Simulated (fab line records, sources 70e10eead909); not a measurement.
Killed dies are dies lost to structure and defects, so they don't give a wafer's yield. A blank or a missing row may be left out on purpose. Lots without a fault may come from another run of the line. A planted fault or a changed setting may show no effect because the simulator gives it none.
One fault seen from 2 desks | flow nand_harc | each desk has only its own numbers; what lay behind them comes last

THE TOOL OWNER'S DESK: pvd_sputter-01
The tool's own readings at NHARC_A_BONDPAD_PVD_17 (deposits TaN, target thk 5 nm, time 8.06 s): means of the sampled wafers that have a number, for each lot that ran on this tool. A lot is out of limits, marked OUT, if its mean lies more than 4 standard deviations from the usual mean; the brackets give that distance.
Columns: A = bias_v at NHARC_A_BONDPAD_PVD_17, usual 168.7 V; B = throttle_valve_pct at NHARC_A_BONDPAD_PVD_17, usual 29.8 %
lot  | first seen here | A     | B
L315 | day 23 00:51    | 167.4 | 30.1
L317 | day 23 14:56    | 168.2 | 29.6
L321 | day 25 16:34    | 168.9 | 29.6
L323 | day 27 09:40    | 168.2 | 29.4
This desk's finding: nothing out of limits on any of the 4 lots.

THE METROLOGY DESK
What the gauges read, lot by lot, whatever tool the lot ran on: means of the sampled wafers that have a number. A lot is out of limits, marked OUT, if its mean lies more than 4 standard deviations from the usual mean; the brackets give that distance.
Columns: A = thk_nm at NHARC_A_BONDPAD_THK_MEAS_30, usual 200.2 nm
lot  | first seen here | A
L315 | day 22 23:05    | 201.6
L316 | day 23 12:39    | 199.8
L317 | day 23 12:59    | 199.1
L321 | day 25 14:41    | 199.3
L322 | day 26 05:43    | 198.0
L323 | day 27 07:49    | 199.6
L326 | day 27 18:04    | 201.5
L327 | day 28 17:07    | 200.7
L331 | day 29 17:32    | 201.1
L333 | day 30 19:53    | 199.6
L334 | day 31 02:24    | 200.1
L336 | day 31 15:11    | 199.4
This desk's finding: nothing out of limits on any of the 12 lots.

PUT TOGETHER
The tool owner's desk saw nothing out of limits.
The metrology desk saw nothing out of limits.

WHAT THE SIMULATOR HAD PUT IN
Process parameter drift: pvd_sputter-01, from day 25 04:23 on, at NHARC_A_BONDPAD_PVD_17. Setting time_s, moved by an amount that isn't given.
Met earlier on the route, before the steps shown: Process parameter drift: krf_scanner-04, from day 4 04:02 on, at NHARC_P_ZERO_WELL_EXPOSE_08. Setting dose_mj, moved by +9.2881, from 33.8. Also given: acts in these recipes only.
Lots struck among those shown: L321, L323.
